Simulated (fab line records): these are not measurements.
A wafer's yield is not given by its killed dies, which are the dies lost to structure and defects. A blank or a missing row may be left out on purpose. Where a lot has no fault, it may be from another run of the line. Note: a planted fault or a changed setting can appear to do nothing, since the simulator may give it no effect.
A lot that was struck, set against a sound lot / flow nand harc / 15 steps out of a route of 1302
Sound: wafers L392.1, L392.2, L392.3. Struck: wafer L403.6 (L403.1, L403.3, from the same lot, were not struck and are left out); the cause is given at the end.
At each step with rows: each side's tool, then ch and its chambers, then its first start. Under that, the readings that differ: sound wafers / struck wafers / difference of the means / sigmas: that difference in standard deviations of wafers without a fault.
alike: readings whose means differ by less than 2 such deviations, and words and numbers that are the same on both sides. not compared: withheld readings, readings that some wafer has no value for, bounds like >300 that may hide the same value, and numbers for which the record gives no deviation and whose values overlap.
The two part at a step that has a row with sigmas, a row that says differs or no value, or rows on one side only. Non-overlapping numbers with no deviation appear without sigmas and do not part them. Lack of a reading on every wafer of one side parts them only where that side has two or more wafers.

first, 1 step without rows for these wafers: NHARC_P_CONTACT_DESCUM_17 (chemistry O2, time 3 s).
NHARC_P_CONTACT_ETCH_35: etches the open film in CF4, target depth 39 nm, time 65 s.
  sound on rie diel-13 ch 0,1,3, day 7 07:58; struck on rie diel-07 ch 2, day 11 21:37
  alike: drypump motor current A, oes product au, rf vpp V, showerhead plenum p Torr, throttle valve pct
  not compared: rf hours counter h
NHARC_P_CONTACT_ETCH_36: etches the open film in N2/H2, target depth 260 nm, time 406.25 s.
  sound on rie diel-13 ch 0,1,3; struck on rie diel-07 ch 1
  alike: drypump motor current A, oes product au, rf vpp V, showerhead plenum p Torr, throttle valve pct
  not compared: rf hours counter h
NHARC_P_CONTACT_ETCH_18: etches the open film in C4F8/O2/Ar, target depth 481 nm, time 240.5 s.
  sound on rie diel-13 ch 1,2,3; struck on rie diel-07 ch 2
  alike: oes product au, rf vpp V
  not compared: rf hours counter h
then, 2 steps without rows for these wafers: NHARC_P_CONTACT_STRIP_37 (strips in C4F8/O2/Ar); NHARC_P_CONTACT_ETCH_31 (etches the open film in CH3F/O2, target depth 30 nm, time 85.7 s).
NHARC_P_CONTACT_CD_MEAS_19:
  sound: cd sem-01 at day 7 08:44; struck: cd sem-02 at day 11 22:23
reading=cd nm (nm); sound=88.3 85.3 87.0; struck=92.8; difference=+5.9; sigmas=+4
NHARC_P_CONTACT_STRIP_28: strips in O2.
  sound on rie diel-07 ch 1,2,3, day 7 08:49; struck on rie diel-01 ch 1, day 11 22:29
  alike: drypump motor current A, oes product au, rf vpp V, showerhead plenum p Torr, throttle valve pct
  not compared: rf hours counter h
then, 4 steps without rows for these wafers: NHARC_P_CONTACT_STRIP_29 (strips in post etch residue remover, time 1200 s); NHARC_P_CONTACT_DEGAS_38 (time 60 s); NHARC_P_CONTACT_PRE_CLEAN_39 (time 19.5 s); NHARC_P_CONTACT_PVD_32 (deposits Ti, target thk 5 nm, time 17.7 s).
NHARC_P_CONTACT_ALD_22: deposits TiN, target thk 3 nm, pulse time 1 s, ald cycles 150.
  sound on ald metal-01 ch 1,2,3, day 7 09:42; struck on ald metal-01 ch 2, day 11 23:20
reading=ald cycles; sound=150 150 150; struck=76; difference=-74; sigmas=
  alike: heater power outer w, heater power w, precursor pulse height rel
NHARC_P_CONTACT_CVD_23: deposits W, target thk 200 nm, time 557 s.
  sound on cvd w-02 ch 0,1; struck on cvd w-01 ch 1
reading=heater power w (W); sound=419 491 412; struck=551; difference=+110; sigmas=+2
  alike: heater power outer w, throttle valve pct
-- the record jumps here: 18 days lie between the struck wafers' starts before and after (it left off in module P_CONTACT and takes up again in module END, whose first step shown is number 1302 of the route) --
NHARC_END_SORT_01:
  only the struck wafers appear in the record here, on prober-02 ch 0 at day 30 06:37; the sound ones have no rows

WHERE THEY PART
First at NHARC_P_CONTACT_CD_MEAS_19; last, within this record, at NHARC_END_SORT_01.

WHY: whatever the simulator had introduced
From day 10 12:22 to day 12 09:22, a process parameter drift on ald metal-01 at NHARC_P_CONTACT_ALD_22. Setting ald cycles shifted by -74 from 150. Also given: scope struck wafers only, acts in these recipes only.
